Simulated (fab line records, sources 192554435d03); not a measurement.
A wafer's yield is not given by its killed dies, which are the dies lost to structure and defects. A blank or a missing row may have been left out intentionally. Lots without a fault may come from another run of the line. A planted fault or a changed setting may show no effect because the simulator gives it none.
fab line records -- flow n5_finfet
record lots=3, wafers=8, last_day=16
route steps=1938 shown BEOL_M8@1393 BEOL_M9@1401 PASSIVATION@1936
lots that met no fault: taken from a fault-free run of the same line
start_h: the number of hours between the record's first day and the start of the first shown wafer of the lot -- wait_h: hours since the lot's step before -- " same as the row above -- L1.1+2: a row that stands for several wafers -- - no value, or no start was given -- * or withheld: withheld -- < > ~ a bound
route shown NAME@n: names a module that has steps shown in the file, with the first one's number in the route -- usual: mean and standard deviation over wafers with no fault -- same: alike in all rows -- chamber/n: place in a boat -- sites: the reading at each site -- _std_site: standard deviation of those values -- _edge_site: the outer-site mean with the inner-site mean subtracted -- radius_mm: how far each site lies from the wafer's centre -- mask NAME#n: copy n -- behind: the most recent tool/chamber to have shaped the wafer -- hold: why the lot went on hold/how many hours it stayed there/how the hold came to an end -- device: whichever transistor did not switch (one of n, p or np) -- end of line: the route-end tests of the same wafers -- step lacking rows: just its recipe -- killed: dies that structure and defects cost at the first sort, which is not the same as the wafer's yield -- map: the dies of a wafer, with x for killed, . for not killed, _ for no die there
set.NAME: the setting that was run; set.NAME@STEP: the one run at that earlier step -- model.NAME: the simulator's own value behind a step, which no gauge read
lots seen at some steps along the route; tables by step, rows by wafer
services: from which hour (start_h, from the record's first day; less than 0 if before it) a tool's chamber was out of use, for how many hours, and why
## steps
# step N5_BEOL_M8_ECD_50
# recipe material=Cu, target_thk_a=3000
# step N5_BEOL_M8_ANNEAL_51
# recipe temp_c=225, time_s=90, ambient=N2
# step N5_BEOL_M8_CMP_52
# recipe stop_on=SiCOH_lowk, t_overpolish_s=6.9, down_force_psi=1, platen_rpm=50, clearing_platen_down_force_psi=1.5, clearing_platen_rpm=50, post_cmp_clean=cu_alkaline, target_thk_nm=80, clearing_platen_pad_velocity_m_s=0.99484, pad_velocity_m_s=0.99484
# step N5_BEOL_M8_PRE_CLEAN_55
# recipe gas=NH3, time_s=15, temp_c=withheld, rf_power_w=300
# step N5_BEOL_M8_DEP_56
# recipe material=SiCN, target_thk_a=100, temp_c=withheld, precursor=3MS/NH3, pressure_torr=3, rf_w=202, time_s=17.5
# step N5_BEOL_M9_ILD_DEP_00
# recipe material=SiCOH_lowk, target_thk_a=3085.1, temp_c=300, precursor=DEMS/porogen, pressure_torr=5, rf_w=500, time_s=58
# step N5_BEOL_M9_CURE_71
# recipe temp_c=385, time_s=240, ambient=He/Ar, material=SiCOH_lowk
# step N5_BEOL_M9_PECVD_70
# recipe material=SiO2, target_thk_a=200, temp_c=400, precursor=TEOS/O2, pressure_torr=5.5, rf_w=450, teos_flow_sccm=53.8, gas=O2, flow_sccm=3000, time_s=22.7
# step N5_BEOL_M9_HM_DEP_02
# recipe material=TiN, target_thk_a=200, temp_c=25, chamber_pressure_pa=0.49996
# usual susceptor_temp_C=24.99/0.11, throttle_valve_pct=30.6/1
lot.wafer,tool,chamber,start_h,wait_h,susceptor_temp_C,throttle_valve_pct,model.TiN_of_BEOL_M9_HM_DEP_02.thk_nm
L332.1,pvd_sputter-01,-,260.67,0.8,25.01,30.4,20.4
L332.3,pvd_sputter-01,-,260.67,0.8,24.97,32.6,20
L332.6,pvd_sputter-01,-,260.67,0.8,25.03,30.1,20
L339.3,pvd_sputter-01,-,304.40,0.9,24.94,32.6,11.4
L339.5,pvd_sputter-01,-,304.40,0.9,25.04,31.2,20
L343.2,pvd_sputter-02,-,330.66,0.6,24.96,30.5,20.2
L343.3,pvd_sputter-02,-,330.66,0.6,24.95,29.7,20.2
L343.5,pvd_sputter-02,-,330.66,0.6,24.93,29.8,20
# step N5_BEOL_M9_COAT_59
# recipe resist=SOC, temp_c=250, time_s=60, spin_rpm=1500, resist_thk_nm=100
# step N5_BEOL_M9_COAT_60
# recipe resist=SiARC, temp_c=220, time_s=60, spin_rpm=1500, resist_thk_nm=30
# step N5_BEOL_M9_COAT_05
# recipe resist=CAR-ArF, spin_rpm=1500, resist_thk_nm=90
# step N5_BEOL_M9_EBR_07
# recipe solvent=PGMEA, ebr_width_mm=1.5
# step N5_BEOL_M9_SOFTBAKE_06
# recipe temp_c=110, time_s=60, resist=CAR-ArF
# step N5_BEOL_M9_EXPOSE_08
# recipe mask_id=M9, na=1.35, source_shape=dipole, sigma_inner=0.411, sigma_outer=0.611, polarization=te, dose_mj=53.75
# step N5_BEOL_M9_PEB_09
# recipe peb_temp_c=withheld, peb_time_s=60, resist=CAR-ArF
# step N5_BEOL_M9_DEVELOP_10
# recipe develop_time_s=30, developer=TMAH, resist=CAR-ArF, rinse_liquid=diw, dry=air_spin, dev_temp_c=23
# step N5_BEOL_M9_DESCUM_16
# recipe chemistry=O2, time_s=7.9, source_power_w=50, bias_power_w=20, pressure_mtorr=20, rf_frequency_hz=2.712e+07, temp_c=40, resist=CAR-ArF, o2_flow_sccm=225
# step N5_BEOL_M9_ETCH_61
# recipe chemistry=CF4, target=SiARC, target_depth_a=390, mask_material=CAR-ArF, time_s=65, ion_energy_ev=80, pressure_mtorr=40, source_w=545, bias_w=36, Ar_flow_sccm=100, cf4_flow_sccm=100, ends=cleared
# step N5_BEOL_M9_ETCH_62
# recipe chemistry=N2/H2, target=SOC, target_depth_a=1100, overetch_a=220, mask_material=SiARC, temp_c=40, time_s=165, ion_energy_ev=200, pressure_mtorr=30, source_w=840, bias_w=150, n2_flow_sccm=200, h2_flow_sccm=200
# step N5_BEOL_M9_STRIP_68
# recipe chemistry=N2/H2, temp_c=40, n2_flow_sccm=200, h2_flow_sccm=200, rf_frequency_hz=6e+07
# step N5_BEOL_M9_STRIP_67
# recipe chemistry=CF4, resist=SiARC, power_w=300, bias_power_w=75, pressure_mtorr=50, cf4_flow_sccm=150, rf_frequency_hz=6e+07
# step N5_BEOL_M9_HM_OPEN_17
# recipe chemistry=Cl2/BCl3, target_depth_a=200, overetch_a=60, target=TiN, mask_material=SOC, ion_energy_ev=150, pressure_mtorr=10, icp_w=1000, bias_w=126, Cl2_flow_sccm=53.25, bcl3_flow_sccm=21.75, Ar_flow_sccm=25
# usual drypump_motor_current_A=5.47/0.29, he_backside_leak_sccm=3.25/0.17, oes_product_au=0.69/0.047, throttle_valve_pct=22.04/0.15
lot.wafer,tool,chamber,start_h,wait_h,drypump_motor_current_A,he_backside_leak_sccm,oes_product_au,rf_hours_counter_h,throttle_valve_pct,model.etch.depth_nm
L332.1,rie_metal-01,1,261.78,0.0,5.19,3.12,0.69,39,22.22,20.5
L332.3,rie_metal-01,0,261.78,0.0,5.35,3.03,0.72,-,22.00,20.02
L332.6,rie_metal-01,1,261.78,0.0,5.21,3.13,0.68,-,22.21,20.08
L339.3,rie_metal-02,1,305.16,0.1,5.74,3.37,0.56,-,22.42,11.39
L339.5,rie_metal-02,1,305.16,0.1,5.76,3.35,0.73,-,22.17,19.97
L343.2,rie_metal-01,1,331.95,0.0,5.19,3.31,0.67,46,22.23,20.2
L343.3,rie_metal-01,1,331.95,0.0,5.18,3.44,0.67,-,22.24,20.14
L343.5,rie_metal-01,1,331.95,0.0,5.19,3.52,0.67,-,22.24,20.02
# step N5_BEOL_M9_STRIP_19
# recipe chemistry=O2, power_w=400, temp_c=40, pressure_mtorr=30, rf_frequency_hz=6e+07, bias_power_w=0, overash_fraction=0.2, o2_flow_sccm=225
# step N5_BEOL_M9_COAT_63
# recipe resist=SOC, temp_c=250, time_s=60, spin_rpm=1500, resist_thk_nm=60
# step N5_BEOL_M9_COAT_64
# recipe resist=SiARC, temp_c=220, time_s=60, spin_rpm=1500, resist_thk_nm=12
# step N5_BEOL_M9_COAT_75
# recipe resist=underlayer, temp_c=205, time_s=60, spin_rpm=1500, resist_thk_nm=5
# step N5_BEOL_M9_COAT_22
# recipe resist=CAR-EUV, spin_rpm=1500, resist_thk_nm=30
# step N5_BEOL_M9_EBR_24
# recipe solvent=PGMEA, ebr_width_mm=1.5
# step N5_BEOL_M9_SOFTBAKE_23
# recipe temp_c=110, time_s=60, resist=CAR-EUV
# step N5_BEOL_M9_EXPOSE_25
# recipe mask_id=V8, na=0.33, source_shape=annular, sigma_inner=0.4, sigma_outer=0.8, polarization=unpolarized, dose_mj=37.25
# step N5_BEOL_M9_PEB_26
# recipe peb_temp_c=100, peb_time_s=60, resist=CAR-EUV
# step N5_BEOL_M9_DEVELOP_27
# recipe develop_time_s=30, developer=TMAH, resist=CAR-EUV, rinse_liquid=surfactant_rinse, dry=air_spin, dev_temp_c=23
# step N5_BEOL_M9_TRENCH_ETCH_37
# recipe chemistry=C4F6/O2, target_depth_a=1514.3, target=SiCOH_lowk, time_s=49, ion_energy_ev=250, pressure_mtorr=30, source_w=345, bias_w=185, Ar_flow_sccm=300, C4F6_flow_sccm=10, O2_flow_sccm=10
# usual O2_flow_sccm=10.000/0.029, drypump_motor_current_A=5.6/0.48, oes_o_777_au=0.74/0.054, oes_product_au=0.74/0.056, rf_vpp_V=663/13, showerhead_plenum_p_Torr=2.87/0.11, throttle_valve_pct=21.09/0.2
lot.wafer,tool,chamber,start_h,wait_h,O2_flow_sccm,drypump_motor_current_A,oes_o_777_au,oes_product_au,rf_hours_counter_h,rf_vpp_V,showerhead_plenum_p_Torr,throttle_valve_pct,model.TiN_of_BEOL_M9_HM_DEP_02.thk_nm
L332.1,rie_diel-03,3,-,-,10.031,5.9,0.74,0.75,132,684,2.96,21.01,16.4
L332.3,rie_diel-03,2,-,-,9.951,6.4,0.70,0.72,180,684,2.94,20.78,15.8
L332.6,rie_diel-03,0,-,-,10.067,5.3,0.73,0.72,-,644,2.83,21.26,16
L339.3,rie_diel-03,1,-,-,9.973,5.2,0.70,0.70,191,643,2.84,21.29,7.4
L339.5,rie_diel-03,0,-,-,10.035,5.3,0.72,0.72,-,645,2.83,21.29,15.8
L343.2,rie_diel-01,1,-,-,9.970,5.8,0.81,0.81,83,671,2.97,21.05,16
L343.3,rie_diel-01,0,-,-,9.938,6.2,0.68,0.68,233,663,2.91,21.05,16
L343.5,rie_diel-01,2,-,-,9.991,4.8,0.86,0.86,-,656,3.00,20.94,15.8
# step N5_PASSIVATION_PROBE_49
# usual defect_limited_yield=91.6/1.2, killed_at_M0_to_M3=33/9.4, killed_at_M4_up=13/5.2, killed_at_contacts=13/5.6, killed_at_front_end=37/9.5, killed_at_other=4/3.1, killed_dies=99/15, killed_open=65/11, killed_short=32/7.5, sort_bin_5_function=4.9/0.77, sort_bin_6_memory=3.1/0.65, sort_n_pass=1081/15, sort_yield_pct=91.6/1.2
# same gross_dies=1180, killed_at_back_side=0, sort_bin_4_leakage[%]=0, sort_bin_8_speed[%]=0
lot.wafer,tool,chamber,start_h,wait_h,defect_limited_yield[%],killed_at_M0_to_M3,killed_at_M4_up,killed_at_contacts,killed_at_front_end,killed_at_other,killed_dies,killed_open,killed_short,sort_bin_5_function[%],sort_bin_6_memory[%],sort_n_pass,sort_yield_pct[%]
L332.1,prober-02,-,325.91,0.0,90.8,35,7,15,46,5,108,67,40,4.8,3.9,1072,90.8
L332.3,prober-02,-,326.01,0.1,90.2,43,19,12,38,4,116,81,31,5.3,3.9,1064,90.2
L332.6,prober-02,-,326.16,0.3,93.0,21,22,9,29,2,83,53,25,3.7,2.5,1097,93.0
L343.2,prober-01,-,389.81,0.1,93.0,32,15,10,25,1,83,52,29,4.7,2.1,1097,93.0
L343.3,prober-01,-,389.86,0.1,91.7,46,9,19,24,0,98,62,34,5.0,3.0,1082,91.7
L343.5,prober-01,-,389.96,0.2,93.1,32,12,7,30,0,81,50,30,4.1,2.7,1099,93.1
# killed by level:class
L332.1 MOL_CONTACT_COAG:geometric_particle:open=12 FIN_SAQP:geometric_particle:open=10 BEOL_M1:geometric_particle:open=10 BEOL_M3:geometric_particle:open=9 ILD0:geometric_particle:short=8 ILD0:geometric_particle:open=6 STARTING-WAFER:geometric_particle:open=6 BEOL_M0_SAQP:geometric_particle:open=5
L332.3 BEOL_M4:geometric_particle:open=10 BEOL_M3:geometric_particle:open=10 BEOL_M0_SAQP:geometric_particle:open=9 BEOL_M1:geometric_particle:open=8 MOL_CONTACT_COAG:geometric_particle:open=7 BEOL_M2:geometric_particle:open=6 STI_FIN_REVEAL:geometric_particle:open=5 MOL_CONTACT_COAG:geometric_particle:short=5
L332.6 BEOL_M1:geometric_particle:open=12 BEOL_M4:geometric_particle:open=8 MOL_CONTACT_COAG:geometric_particle:open=7 STI_FIN_REVEAL:geometric_particle:open=6 FIN_SAQP:geometric_particle:short=5 BEOL_M5:geometric_particle:open=5 ILD0:geometric_particle:short=4 BEOL_M0_SAQP:geometric_particle:short=4
L343.2 BEOL_M3:geometric_particle:open=12 MOL_CONTACT_COAG:geometric_particle:open=7 BEOL_M0_SAQP:geometric_particle:short=7 BEOL_M4:geometric_particle:open=7 STARTING-WAFER:geometric_particle:short=6 BEOL_M1:geometric_particle:open=5 STARTING-WAFER:geometric_particle:open=5 FIN_SAQP:geometric_particle:short=4
L343.3 MOL_CONTACT_COAG:geometric_particle:open=17 BEOL_M3:geometric_particle:open=13 BEOL_M1:geometric_particle:open=6 BEOL_M2:geometric_particle:open=6 BEOL_M3:geometric_particle:short=6 DUMMY_GATE:geometric_particle:open=5 GATE_CUT:geometric_particle:short=5 BEOL_M1:geometric_particle:short=5
L343.5 BEOL_M3:geometric_particle:open=13 STARTING-WAFER:geometric_particle:short=6 FIN_SAQP:geometric_particle:open=5 FIN_SAQP:geometric_particle:short=5 MOL_CONTACT_COAG:geometric_particle:open=5 BEOL_M4:geometric_particle:open=5 BEOL_M0_SAQP:geometric_particle:short=4 BEOL_M1:geometric_particle:open=4
## services
tool,chamber,start_h,hours,kind
pvd_sputter-02,-,238.19,1.5,repair
rie_diel-01,-,250.99,1.8,repair
rie_metal-02,-,281.58,1.0,repair
pvd_sputter-02,-,285.64,5.0,repair
rie_metal-02,-,293.50,1.4,pm
rie_metal-01,-,311.40,1.4,pm
rie_diel-03,3,322.36,15.4,repair
## key
first_sign none at tools or gauges
model_effect step=N5_BEOL_M9_HM_DEP_02, value=TiN_of_BEOL_M9_HM_DEP_02.thk_nm, without=19.6, struck=11.4
model_effect step=N5_BEOL_M9_HM_OPEN_17, value=etch.depth_nm, without=19.69, struck=11.39
model_effect step=N5_BEOL_M9_TRENCH_ETCH_37, value=TiN_of_BEOL_M9_HM_DEP_02.thk_nm, without=15.6, struck=7.4
met_at N5_BEOL_M9_HM_DEP_02
struck_wafers L339.3
onset_between 260.67 304.40
fault kind=process_parameter_drift, tool=pvd_sputter-01, chamber=-, onset_h=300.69, steps=N5_BEOL_M9_HM_DEP_02, channel=target_thk_a, offset=*, shape=step, end_h=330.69, scope=struck_wafers_only, acts_in=*, stated=*
